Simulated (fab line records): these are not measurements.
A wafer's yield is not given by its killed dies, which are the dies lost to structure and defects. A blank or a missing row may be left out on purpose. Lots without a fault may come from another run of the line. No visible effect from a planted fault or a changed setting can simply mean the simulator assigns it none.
fab line records	flow n5Finfet
record lots=6	wafers=18	lastDay=17
route steps=1938 shown BEOL_M15@1823 PASS1_DEP@1831 MIM_BOT@1832 MIM_TOP@1834 PASSIVATION@1936
lots untouched by any fault: they come from a run of this same line in which no faults occurred
startH: hours from the record's opening day to when the first of the lot's shown wafers began	waitH: how many hours have passed since the lot's step before this one	" unchanged from the row above	L1.1+2: several wafers, shown together as one row	- either no value or no given start	* or withheld: withheld	< > ~ a bound
route shown NAME@n: names a module that has steps shown in the file, with the first one's number in the route	usual: mean/standard deviation taken from wafers without a fault	same: alike in all rows	chamber/n: place in a boat	sites: the reading at each site	_std_site: how widely they spread, as a standard deviation	_edge_site: inner sites' mean taken away from outer sites' mean	radiusMm: for every site, how far away it sits from the centre of the wafer	mask NAME#n: copy n	behind: tool/chamber where the wafer was last shaped	hold: why the lot went on hold/how many hours it stayed there/how the hold came to an end	device: transistor that didn't switch, given as n, p or np	end of line: the route-end tests of the same wafers	a step given without rows: its recipe and nothing more	killed: at the first sort, the dies lost to defects and structure; wafer yield is something else	map: dies across one wafer; x = killed, . = not, _ = none there
set.NAME: the setting the step ran with; set.NAME@STEP: the setting that earlier step ran with	model.NAME: the simulator's own value behind a step, which no gauge read
lots at selected steps of the route; one table per step, one row per wafer
services: from which hour (startH, from the record's first day; less than 0 if before it) a tool's chamber was out of use, for how many hours, and why
## steps
# step N5_BEOL_M15_ANNEAL_48
# recipe tempC=225	timeS=90	ambient=N2
# usual wafer_temp_C_max=226.0/0.46
lot.wafer	tool	chamber	startH	waitH	wafer_temp_C_max
L450.1	rtpAnneal-01	0	243.54	0.2	226.4
L450.2	"	0	"	"	226.7
L450.4	"	0	"	"	226.4
L455.2	rtpAnneal-01	0	282.87	0.2	226.6
L455.4	"	0	"	"	226.5
L455.6	"	0	"	"	226.7
L463.1	rtpAnneal-02	0	327.99	0.3	225.3
L463.2	"	0	"	"	225.3
L463.6	"	0	"	"	225.2
L469.1	rtpAnneal-01	0	361.64	0.2	225.8
L469.3	"	0	"	"	226.4
L469.6	"	0	"	"	226.4
L467.3	rtpAnneal-02	0	364.88	0.2	225.6
L467.4	"	0	"	"	225.6
L467.5	"	0	"	"	226.0
L473.2	rtpAnneal-02	0	391.19	0.3	225.8
L473.4	"	0	"	"	225.6
L473.6	"	0	"	"	225.7
# step N5_BEOL_M15_CMP_49
# recipe stopOn=SiO2	tOverpolishS=4.9	downForcePsi=2	platenRpm=80	clearingPlatenDownForcePsi=2	clearingPlatenRpm=80	postCmpClean=cuAlkaline	targetThkNm=850	clearingPlatenPadVelocityMS=1.5917	padVelocityMS=1.5917
# step N5_BEOL_M15_THK_MEAS_50
# recipe thkMeasGauge=xrf	reads=Cu_of_BEOL_M15_ECD_47
# usual M15_THK=809/19
lot.wafer	tool	chamber	startH	waitH	M15_THK[nm]
L450.1	filmMetro-01	-	244.13	-	824
L450.2	"	-	"	"	790
L450.4	"	-	"	"	788
L455.2	filmMetro-01	-	283.42	-	821
L455.4	"	-	"	"	809
L455.6	"	-	"	"	817
L463.1	filmMetro-02	-	328.60	-	826
L463.2	"	-	"	"	794
L463.6	"	-	"	"	793
L469.1	filmMetro-01	-	362.23	-	818
L469.3	"	-	"	"	792
L469.6	"	-	"	"	807
L467.3	filmMetro-01	-	365.39	-	806
L467.4	"	-	"	"	798
L467.5	"	-	"	"	829
L473.2	filmMetro-01	-	391.75	-	815
L473.4	"	-	"	"	812
L473.6	"	-	"	"	816
# step N5_BEOL_M15_PRE_CLEAN_52
# recipe gas=NH3	timeS=15	tempC=withheld	rfPowerW=300
# step N5_BEOL_M15_DEP_53
# recipe material=SiCN	targetThkA=500	tempC=withheld	precursor=3MS/NH3	pressureTorr=3	rfW=675	timeS=17.8
# step N5_BEOL_M15_RS_MEAS_54
# recipe thkMeasGauge=four-point-probe	reads=Cu_of_BEOL_M15_ECD_47+Ta_of_BEOL_M15_SPUTTER_44+TaN_of_BEOL_M15_SPUTTER_43
# usual M15_RS=0.0217/0.0005
lot.wafer	tool	chamber	startH	waitH	M15_RS[ohm/sq]
L450.1	filmMetro-01	-	244.26	0.0	0.0212
L450.2	"	-	"	"	0.0222
L450.4	"	-	"	"	0.0222
L455.2	filmMetro-01	-	283.55	0.1	0.0215
L455.4	"	-	"	"	0.0217
L455.6	"	-	"	"	0.0215
L463.1	filmMetro-01	-	328.73	0.0	0.0211
L463.2	"	-	"	"	0.0220
L463.6	"	-	"	"	0.0221
L469.1	filmMetro-02	-	362.36	0.0	0.0218
L469.3	"	-	"	"	0.0223
L469.6	"	-	"	"	0.0218
L467.3	filmMetro-02	-	365.52	0.1	0.0219
L467.4	"	-	"	"	0.0219
L467.5	"	-	"	"	0.0211
L473.2	filmMetro-02	-	391.88	0.1	0.0212
L473.4	"	-	"	"	0.0213
L473.6	"	-	"	"	0.0212
# step N5_BEOL_M15_INSPECT_55
# recipe inspectInstrument=darkfield	mode=postDep
# usual rawDefectCount=81/25
lot.wafer	tool	chamber	startH	waitH	rawDefectCount
L450.1	defectInspect-02	-	244.29	0.0	82
L450.2	"	-	"	"	101
L450.4	"	-	"	"	83
L455.2	defectInspect-01	-	283.57	0.0	62
L455.4	"	-	"	"	96
L455.6	"	-	"	"	52
L463.1	defectInspect-02	-	328.75	0.0	107
L463.2	"	-	"	"	81
L463.6	"	-	"	"	115
L469.1	defectInspect-02	-	362.39	0.0	113
L469.3	"	-	"	"	84
L469.6	"	-	"	"	82
L467.3	defectInspect-02	-	365.54	0.0	57
L467.4	"	-	"	"	78
L467.5	"	-	"	"	93
L473.2	defectInspect-02	-	391.91	0.0	56
L473.4	"	-	"	"	59
L473.6	"	-	"	"	82
# step N5_BEOL_M15_RC_MEAS_101
# usual COMB_M10=1.41e-11/2.6e-12	COMB_M11=1.4e-11/3.1e-12	COMB_M12=5.7e-12/1.2e-12	COMB_M13=4.6e-12/1.2e-12	COMB_M14=3.2e-12/8.4e-13	COMB_M15=2.2e-12/6.9e-13	COMB_M15_max_site=3.4e-12/9.6e-13	COMB_M5=3.5e-11/6.2e-12	COMB_M6=2.6e-11/5.6e-12	COMB_M7=2.5e-11/5.2e-12	COMB_M8=2.5e-11/6.1e-12	COMB_M9=1.4e-11/3.4e-12	SERP_M10=3.08/0.081	SERP_M10_max_site=3.19/0.095	SERP_M11=3.14/0.11	SERP_M12=0.639/0.016	SERP_M13=0.312/0.008	SERP_M13_max_site=0.315/0.0082	SERP_M14=0.160/0.0037	SERP_M5=39.9/1.9	SERP_M6=14.1/0.49	SERP_M6_max_site=14.7/0.52	SERP_M7=14.2/0.62	SERP_M8=14.0/0.58	SERP_M9=3.11/0.091	SERP_M9_max_site=3.20/0.096
lot.wafer	tool	chamber	startH	waitH	COMB_M10[S/m]	COMB_M11[S/m]	COMB_M12[S/m]	COMB_M13[S/m]	COMB_M14[S/m]	COMB_M15[S/m]	COMB_M15_max_site[S/m]	COMB_M5[S/m]	COMB_M6[S/m]	COMB_M7[S/m]	COMB_M8[S/m]	COMB_M9[S/m]	SERP_M10[ohm/um]	SERP_M10_max_site[ohm/um]	SERP_M11[ohm/um]	SERP_M12[ohm/um]	SERP_M13[ohm/um]	SERP_M13_max_site[ohm/um]	SERP_M14[ohm/um]	SERP_M5[ohm/um]	SERP_M6[ohm/um]	SERP_M6_max_site[ohm/um]	SERP_M7[ohm/um]	SERP_M8[ohm/um]	SERP_M9[ohm/um]	SERP_M9_max_site[ohm/um]
L450.1	prober-01	0	244.32	0.0	1.47e-11	1.4e-11	4.6e-12	5.7e-12	3.9e-12	1.9e-12	2.6e-12	2e-11	2.7e-11	2.7e-11	1.9e-11	1.3e-11	3.10	3.24	3.25	0.649	0.299	0.301	0.158	40.7	14.3	15.1	14.5	13.5	3.07	3.14
L450.2	"	0	"	"	1.9e-11	1.1e-11	6.5e-12	7.1e-12	3.4e-12	1.5e-12	2.4e-12	2.7e-11	2.7e-11	2.5e-11	1.3e-11	9e-12	3.15	3.20	3.06	0.635	0.314	0.318	0.161	40.2	13.9	14.3	14.4	14.0	3.10	3.14
L450.4	"	0	"	"	1.18e-11	8e-12	5.9e-12	5.7e-12	3.2e-12	1.3e-12	2.7e-12	3.2e-11	3.7e-11	2.6e-11	2.2e-11	1.6e-11	3.18	3.28	3.11	0.646	0.315	0.319	0.159	41.8	13.4	13.7	14.4	13.2	3.20	3.26
L455.2	prober-02	0	283.75	0.2	1.44e-11	1.1e-11	4.8e-12	3.6e-12	2.8e-12	1.9e-12	2.5e-12	3e-11	3.2e-11	2.4e-11	2.9e-11	1.3e-11	3.01	3.09	3.12	0.639	0.299	0.303	0.162	37.4	13.4	13.8	13.7	13.5	3.15	3.23
L455.4	"	0	"	"	1.14e-11	8e-12	5.2e-12	5.7e-12	3.3e-12	1.7e-12	3e-12	2.9e-11	2.3e-11	3.6e-11	1.7e-11	1.4e-11	2.99	3.07	3.17	0.651	0.307	0.311	0.160	38.8	13.5	14.3	13.1	13.5	3.12	3.26
L455.6	"	0	"	"	1.31e-11	1.6e-11	4.2e-12	4.3e-12	2.1e-12	1.7e-12	2.4e-12	3.2e-11	2.2e-11	2.5e-11	2.2e-11	1.3e-11	2.94	3.07	3.13	0.625	0.318	0.323	0.162	37.4	13.7	15.0	14.5	14.3	3.15	3.27
L463.1	prober-01	0	328.78	0.0	1.09e-11	1.2e-11	5.4e-12	3.8e-12	4.1e-12	1e-12	1.9e-12	3.6e-11	2.1e-11	1.7e-11	3.2e-11	1.1e-11	3.03	3.15	3.11	0.621	0.322	0.327	0.162	39.2	13.8	14.3	15.5	13.8	3.10	3.23
L463.2	"	0	"	"	7.8e-12	1.3e-11	6.2e-12	4e-12	4e-12	1e-12	2e-12	3.5e-11	2.6e-11	2.1e-11	4e-11	2.2e-11	2.99	3.07	3.14	0.640	0.316	0.318	0.162	41.0	14.8	15.1	14.6	14.4	3.05	3.15
L463.6	"	0	"	"	1.35e-11	1.2e-11	4.2e-12	4.2e-12	3.7e-12	1.2e-12	2.2e-12	2.6e-11	2.2e-11	2.7e-11	3.2e-11	1.2e-11	3.01	3.11	3.11	0.624	0.324	0.327	0.161	40.3	15.3	15.7	13.5	14.5	2.98	3.10
L469.1	prober-01	0	362.41	0.0	1.67e-11	1e-11	3.7e-12	4.3e-12	3e-12	2.8e-12	5.6e-12	2.6e-11	3.1e-11	2.5e-11	3.2e-11	1.3e-11	3.14	3.22	3.03	0.644	0.312	0.318	0.162	38.3	13.3	14.2	13.3	14.2	3.07	3.16
L469.3	"	0	"	"	1.27e-11	1.2e-11	6.6e-12	4.1e-12	3.8e-12	1.2e-12	2.2e-12	3.5e-11	2.4e-11	3e-11	3.5e-11	2e-11	3.01	3.09	3.37	0.611	0.300	0.303	0.157	39.5	13.7	14.0	13.4	14.6	3.21	3.34
L469.6	"	0	"	"	1.48e-11	9e-12	5.3e-12	4.4e-12	1.8e-12	2.1e-12	2.5e-12	2.9e-11	2.3e-11	3.2e-11	2.1e-11	1.7e-11	2.90	2.96	3.01	0.635	0.310	0.313	0.165	36.4	13.5	13.9	14.1	14.3	3.01	3.11
L467.3	prober-02	0	365.88	0.3	1.13e-11	1.1e-11	7.4e-12	3.6e-12	3.5e-12	2.6e-12	4.2e-12	3.1e-11	2.5e-11	2.4e-11	2e-11	1.2e-11	3.23	3.40	3.19	0.625	0.319	0.320	0.155	43.2	14.1	14.3	14.1	14.8	2.89	3.01
L467.4	"	0	"	"	1.58e-11	1.3e-11	6.8e-12	4.2e-12	3.2e-12	3.2e-12	4.5e-12	3.6e-11	2.5e-11	2.7e-11	3e-11	1.5e-11	3.00	3.27	3.26	0.645	0.305	0.308	0.158	41.2	14.3	15.2	13.2	14.6	3.04	3.10
L467.5	"	0	"	"	1.36e-11	1.3e-11	5.3e-12	5.5e-12	4.6e-12	1.9e-12	3.6e-12	4.2e-11	2.2e-11	2.5e-11	2.6e-11	1.4e-11	3.08	3.29	3.35	0.632	0.317	0.320	0.162	43.0	14.5	15.0	14.3	14.5	3.15	3.29
L473.2	prober-02	0	392.09	0.2	1.47e-11	1.5e-11	6.1e-12	5.6e-12	3.6e-12	2e-12	2.8e-12	4.2e-11	3e-11	1.9e-11	1.7e-11	1.5e-11	3.09	3.32	3.06	0.619	0.309	0.311	0.154	39.6	14.0	14.6	14.2	14.2	3.00	3.07
L473.4	"	0	"	"	1.43e-11	1.4e-11	6.2e-12	6.1e-12	2.8e-12	2.4e-12	3.1e-12	4.4e-11	1.9e-11	1.8e-11	1.8e-11	1.4e-11	3.13	3.23	2.98	0.645	0.322	0.326	0.156	38.2	14.5	15.5	14.1	13.9	3.22	3.30
L473.6	"	0	"	"	1.41e-11	1.7e-11	6.3e-12	4.6e-12	5.5e-12	2.4e-12	3.4e-12	5.7e-11	1.9e-11	2.4e-11	2.4e-11	1.5e-11	3.11	3.18	3.06	0.651	0.322	0.324	0.157	36.9	14.0	14.5	15.1	14.6	3.29	3.42
# step N5_PASSIVATION_PECVD_00
# recipe material=SiO2	targetThkA=2000	tempC=400	precursor=SiH4/N2O	pressureTorr=2.7	rfW=608	timeS=11.2
# usual heaterPowerW=720/100	showerheadPlenumPTorr=8.12/0.054	showerheadVppV=1505/63	throttleValvePct=51/3.6
lot.wafer	tool	chamber	startH	waitH	heaterPowerW	showerheadPlenumPTorr	showerheadVppV	throttleValvePct
L450.1	pecvd-01	0	245.29	0.8	739	8.08	1541	47
L450.2	"	2	"	"	787	8.25	1387	45
L450.4	"	0	"	"	761	8.08	1520	47
L455.2	pecvd-03	2	284.56	0.7	460	8.17	1518	52
L455.4	"	0	"	"	728	8.13	1453	51
L455.6	"	1	"	"	804	8.08	1544	47
L463.1	pecvd-01	1	329.74	0.8	703	8.07	1567	59
L463.2	"	0	"	"	762	8.05	1534	48
L463.6	"	0	"	"	750	8.06	1506	47
L469.1	pecvd-04	0	363.38	0.8	626	8.05	1494	54
L469.3	"	1	"	"	818	8.12	1400	54
L469.6	"	0	"	"	632	8.05	1482	54
L467.3	pecvd-04	0	366.54	0.5	685	8.06	1532	54
L467.4	"	0	"	"	697	8.04	1471	54
L467.5	"	1	"	"	852	8.10	1462	54
L473.2	pecvd-04	1	392.90	0.7	796	8.11	1423	54
L473.4	"	0	"	"	658	8.03	1494	54
L473.6	"	1	"	"	796	8.12	1426	54
# step N5_MIM_BOT_DEGAS_01
# recipe ambient=vacuum	tempC=300	timeS=60
# usual heaterPowerW=447/33
lot.wafer	tool	chamber	startH	waitH	heaterPowerW
L450.1	pvdSputter-02	-	245.94	0.6	406
L450.2	"	-	"	"	398
L450.4	"	-	"	"	463
L455.2	pvdSputter-01	-	285.05	0.5	460
L455.4	"	-	"	"	456
L455.6	"	-	"	"	463
L463.1	pvdSputter-03	-	330.34	0.6	478
L463.2	"	-	"	"	517
L463.6	"	-	"	"	405
L469.1	pvdSputter-02	-	364.00	0.6	436
L469.3	"	-	"	"	448
L469.6	"	-	"	"	442
L467.3	pvdSputter-01	-	368.81	2.3	467
L467.4	"	-	"	"	453
L467.5	"	-	"	"	421
L473.2	pvdSputter-01	-	393.46	0.5	449
L473.4	"	-	"	"	425
L473.6	"	-	"	"	462
# step N5_MIM_BOT_SPUTTER_00
# recipe material=TiN	targetThkA=350	tempC=200	powerW=3000	chamberPressurePa=0.49996	gas=Ar	reactivePartialPa=0.37997	timeS=89.7
# usual throttleValvePct=29.8/1.3
lot.wafer	tool	chamber	startH	waitH	throttleValvePct
L450.1	pvdSputter-02	-	245.98	0.0	26.8
L450.2	"	-	"	"	30.3
L450.4	"	-	"	"	28.8
L455.2	pvdSputter-01	-	285.09	0.0	29.2
L455.4	"	-	"	"	30.6
L455.6	"	-	"	"	29.3
L463.1	pvdSputter-03	-	330.38	0.0	31.8
L463.2	"	-	"	"	30.4
L463.6	"	-	"	"	30.0
L469.1	pvdSputter-02	-	364.04	0.0	29.8
L469.3	"	-	"	"	28.8
L469.6	"	-	"	"	29.8
L467.3	pvdSputter-01	-	368.85	0.0	29.5
L467.4	"	-	"	"	30.6
L467.5	"	-	"	"	28.7
L473.2	pvdSputter-01	-	393.50	0.0	30.7
L473.4	"	-	"	"	29.0
L473.6	"	-	"	"	30.7
# step N5_MIM_TOP_ALD_00
# recipe material=Al2O3	targetThkA=*	tempC=withheld	aldPrecursorFamily=TMA	aldCoReactant=O3	pulseTimeS=withheld	purgeTimeS=3	coReactantPurgeTimeS=withheld	coReactantPulseTimeS=3	aldCycles=withheld
# usual precursorPulseHeightRel=0.994/0.02
lot.wafer	tool	chamber	startH	waitH	precursorPulseHeightRel
L450.1	aldHk-03	1	246.09	0.1	1.044
L450.2	"	3	"	"	1.005
L450.4	"	2	"	"	0.983
L455.2	aldHk-01	1	285.19	0.1	1.005
L455.4	"	2	"	"	0.971
L455.6	"	1	"	"	0.993
L463.1	aldHk-02	2	330.48	0.1	0.979
L463.2	"	3	"	"	0.965
L463.6	"	0	"	"	0.994
L469.1	aldHk-01	3	364.14	0.1	0.990
L469.3	"	0	"	"	1.031
L469.6	"	2	"	"	0.962
L467.3	aldHk-01	0	368.95	0.1	0.999
L467.4	"	1	"	"	0.984
L467.5	"	0	"	"	0.973
L473.2	aldHk-03	3	393.60	0.1	0.981
L473.4	"	1	"	"	0.963
L473.6	"	3	"	"	0.996
# step N5_MIM_TOP_ALD_01
# recipe material=HfO2	targetThkA=56	tempC=withheld	aldPrecursorFamily=Hf-amide	aldCoReactant=O3	pulseTimeS=1	purgeTimeS=3	coReactantPurgeTimeS=2	coReactantPulseTimeS=3	aldCycles=62
# usual aldCycles=62/0	precursorPulseHeightRel=1.000/0.018
lot.wafer	tool	chamber	startH	waitH	aldCycles	precursorPulseHeightRel	model.HfO2_of_MIM_TOP_ALD_01.thkNm
L450.1	aldHk-03	1	246	-	62	0.991	5.6
L450.2	"	3	"	"	62	0.997	5.6
L450.4	"	2	"	"	62	1.006	5.6
L455.2	aldHk-01	1	285	-	62	1.013	5.6
L455.4	"	2	"	"	62	1.022	5.6
L455.6	"	1	"	"	62	1.001	5.6
L463.1	aldHk-02	2	330	-	62	0.975	5.6
L463.2	"	3	"	"	62	1.004	5.6
L463.6	"	0	"	"	62	0.970	5.6
L469.1	aldHk-01	3	364	-	30	1.056	2.8
L469.3	"	0	"	"	30	0.995	2.8
L469.6	"	2	"	"	30	0.995	2.8
L467.3	aldHk-01	0	369	-	30	0.985	2.8
L467.4	"	1	"	"	30	1.027	2.8
L467.5	"	0	"	"	30	0.986	2.8
L473.2	aldHk-03	3	393	-	62	1.026	5.6
L473.4	"	1	"	"	62	0.988	5.6
L473.6	"	3	"	"	62	0.980	5.6
# step N5_MIM_TOP_ALD_02
# recipe material=Al2O3	targetThkA=*	tempC=withheld	aldPrecursorFamily=TMA	aldCoReactant=O3	pulseTimeS=withheld	purgeTimeS=3	coReactantPurgeTimeS=withheld	coReactantPulseTimeS=3	aldCycles=withheld
# step N5_PASSIVATION_PROBE_49
# usual defectLimitedYield=90.9/1.5	killed_at_M0_to_M3=36/9.9	killed_at_M4_up=13/4.5	killedAtContacts=13/6.4	killedAtFrontEnd=42/12	killedAtOther=3.4/3	killedDies=107/18	killedOnRim=14/4.3	killedOpen=69/13	killedShort=35/8.2	sort_bin_5_function=5.3/1.1	sort_bin_6_memory=3.4/0.69	sort_bin_8_speed=0.00/0.0071	sortNPass=1073/18	sortYieldPct=90.9/1.5
# same grossDies=1180	killedAtBackSide=0	sort_bin_4_leakage[%]=0
lot.wafer	tool	chamber	startH	waitH	defectLimitedYield[%]	killed_at_M0_to_M3	killed_at_M4_up	killedAtContacts	killedAtFrontEnd	killedAtOther	killedDies	killedOnRim	killedOpen	killedShort	sort_bin_5_function[%]	sort_bin_6_memory[%]	sort_bin_8_speed[%]	sortNPass	sortYieldPct[%]
L455.2	prober-01	-	298.77	0.1	91.2	35	10	14	43	2	104	16	69	34	5.6	3.0	0	1076	91.2
L455.4	prober-01	-	298.87	0.2	91.2	38	7	10	49	0	104	8	67	35	5.1	3.3	0	1076	91.2
L455.6	prober-01	-	298.97	0.3	89.2	33	10	12	71	1	127	21	87	29	5.0	4.6	0	1053	89.2
L469.1	prober-01	-	376.81	0.8	87.9	50	17	9	64	3	143	16	95	44	7.0	4.6	0	1037	87.9
L469.3	prober-01	-	376.91	0.9	89.2	49	16	4	58	0	127	21	86	38	5.8	4.5	0	1053	89.2
L469.6	prober-01	-	377.06	1.0	89.1	32	18	15	62	2	129	23	81	45	6.7	3.6	0	1051	89.1
L467.3	prober-01	-	382.25	0.1	91.0	27	12	15	47	5	106	13	67	36	5.7	2.9	0	1074	91.0
L467.4	prober-01	-	382.30	0.2	93.5	20	18	10	26	3	77	11	50	23	3.6	2.6	0	1103	93.5
L467.5	prober-01	-	382.35	0.2	93.1	15	11	11	27	17	81	11	48	29	4.1	2.4	0	1099	93.1
L473.2	prober-02	-	407.28	0.1	91.1	32	20	27	25	1	105	12	76	27	4.7	3.7	0	1075	91.1
L473.4	prober-02	-	407.38	0.2	91.4	26	17	21	33	5	102	12	78	21	5.4	2.8	0	1078	91.4
L473.6	prober-02	-	407.48	0.3	91.5	26	9	25	39	1	100	11	70	28	4.7	3.5	0	1080	91.5
# killed by level:class
L455.2 FIN_SAQP:geometricParticle:open=12 BEOL_M3:geometricParticle:open=9 MOL_CONTACT_COAG:geometricParticle:short=7 STI_FIN_REVEAL:geometricParticle:open=7 MOL_CONTACT_COAG:geometricParticle:open=7 BEOL_M0_SAQP:geometricParticle:open=7 DUMMY_GATE:geometricParticle:open=6 BEOL_M1:geometricParticle:open=6
L455.4 FIN_SAQP:geometricParticle:open=14 STI_FIN_REVEAL:geometricParticle:open=9 MOL_CONTACT_COAG:geometricParticle:open=9 BEOL_M0_SAQP:geometricParticle:open=8 BEOL_M2:geometricParticle:short=8 BEOL_M0_SAQP:geometricParticle:short=6 BEOL_M1:geometricParticle:open=6 FIN_SAQP:geometricParticle:short=5
L455.6 FIN_SAQP:geometricParticle:open=39 BEOL_M2:geometricParticle:short=11 MOL_CONTACT_COAG:geometricParticle:open=9 HKMG_FIN:areaEtch=8 STI_FIN_REVEAL:geometricParticle:open=7 FIN_SAQP:geometricParticle:short=6 BEOL_M1:geometricParticle:open=5 BEOL_M0_SAQP:geometricParticle:short=4
L469.1 FIN_SAQP:geometricParticle:open=20 GATE_CUT:geometricParticle:short=15 STI_FIN_REVEAL:geometricParticle:open=13 BEOL_M2:geometricParticle:open=11 BEOL_M1:geometricParticle:open=8 BEOL_M4:geometricParticle:open=8 BEOL_M3:geometricParticle:open=8 BEOL_M0:geometricParticle:open=7
L469.3 STI_FIN_REVEAL:geometricParticle:open=18 BEOL_M3:geometricParticle:open=15 BEOL_M2:geometricParticle:open=11 FIN_SAQP:geometricParticle:open=8 GATE_CUT:geometricParticle:short=7 BEOL_M4:geometricParticle:open=7 FIN_SAQP:geometricParticle:short=6 STARTING-WAFER:geometricParticle:open=5
L469.6 FIN_SAQP:geometricParticle:open=17 MOL_CONTACT_COAG:geometricParticle:open=11 BEOL_M5:geometricParticle:open=9 FIN_SAQP:geometricParticle:short=8 DUMMY_GATE:geometricParticle:open=7 STI_FIN_REVEAL:geometricParticle:open=5 GATE_CUT:geometricParticle:short=5 BEOL_M2:geometricParticle:open=5
L467.3 MOL_CONTACT_COAG:geometricParticle:open=13 FIN_SAQP:geometricParticle:short=9 FIN_SAQP:geometricParticle:open=9 DUMMY_GATE:geometricParticle:open=8 BEOL_M3:geometricParticle:open=8 BEOL_M1:geometricParticle:open=7 STARTING-WAFER:geometricParticle:short=5 BEOL_M0_SAQP:geometricParticle:open=5
L467.4 MOL_CONTACT_COAG:geometricParticle:open=10 BEOL_M4:geometricParticle:open=8 BEOL_M0_SAQP:geometricParticle:short=6 BEOL_M1:geometricParticle:open=5 STARTING-WAFER:geometricParticle:open=5 FIN_SAQP:geometricParticle:short=4 FIN_SAQP:geometricParticle:open=4 STARTING-WAFER:geometricParticle:short=4
L467.5 MOL_CONTACT_COAG:geometricParticle:open=6 BEOL_M4:geometricParticle:open=5 FIN_SAQP:geometricParticle:short=4 GATE_CUT:geometricParticle:open=4 MOL_CONTACT_COAG:geometricParticle:short=4 BEOL_M0_SAQP:geometricParticle:open=4 BEOL_M1:geometricParticle:open=4 PAD_METAL:geometricParticle:short=4
L473.2 MOL_CONTACT_COAG:geometricParticle:open=21 BEOL_M1:geometricParticle:open=11 BEOL_M0:geometricParticle:open=8 BEOL_M4:geometricParticle:open=6 BEOL_M5:geometricParticle:open=6 FIN_SAQP:geometricParticle:short=5 MOL_CONTACT_COAG:geometricParticle:short=5 BEOL_M3:geometricParticle:open=5
L473.4 MOL_CONTACT_COAG:geometricParticle:open=18 STI_FIN_REVEAL:geometricParticle:open=12 BEOL_M0_SAQP:geometricParticle:open=10 BEOL_M1:geometricParticle:open=7 BEOL_M5:geometricParticle:open=6 FIN_SAQP:geometricParticle:short=5 BEOL_M2:geometricParticle:open=5 FIN_SAQP:geometricParticle:open=4
L473.6 MOL_CONTACT_COAG:geometricParticle:open=22 STI_FIN_REVEAL:geometricParticle:open=15 BEOL_M2:geometricParticle:open=10 BEOL_M0_SAQP:geometricParticle:short=5 STI_FIN_REVEAL:geometricParticle:short=4 DUMMY_GATE:geometricParticle:open=4 GATE_CUT:geometricParticle:short=4 MOL_CONTACT_COAG:geometricParticle:short=3
## services
tool	chamber	startH	hours	kind
pecvd-03	2	228.10	7.4	repair
pecvd-04	0	259.29	2.1	scheduledDown
pecvd-04	0	272.73	8.0	repair
pecvd-01	0	276.77	4.4	repair
pecvd-04	-	286.91	2.5	repair
pecvd-01	0	289.85	5.5	scheduledDown
pecvd-04	2	305.03	5.5	scheduledDown
pecvd-03	-	305.30	1.0	repair
pecvd-03	-	330.53	1.1	repair
pecvd-04	-	374.48	1.1	repair
pecvd-03	2	377.92	5.5	scheduledDown
aldHk-01	-	388.68	0.3	repair
## key
firstSign step=N5_MIM_TOP_ALD_01	reading=aldCycles	direction=down	sigmas=99+	usual=*	struck=*
effect none on later readings
modelEffect step=N5_MIM_TOP_ALD_01	value=HfO2_of_MIM_TOP_ALD_01.thkNm	without=5.6	struck=2.8
metAt N5_MIM_TOP_ALD_01
struckWafers L467.3,L467.4,L467.5,L469.1,L469.3,L469.6
onsetBetween 285 364
fault kind=processParameterDrift	tool=aldHk-01	chamber=-	onsetH=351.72	steps=N5_MIM_TOP_ALD_01	channel=aldCycles	offset=*	shape=step	endH=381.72	actsIn=*	stated=*
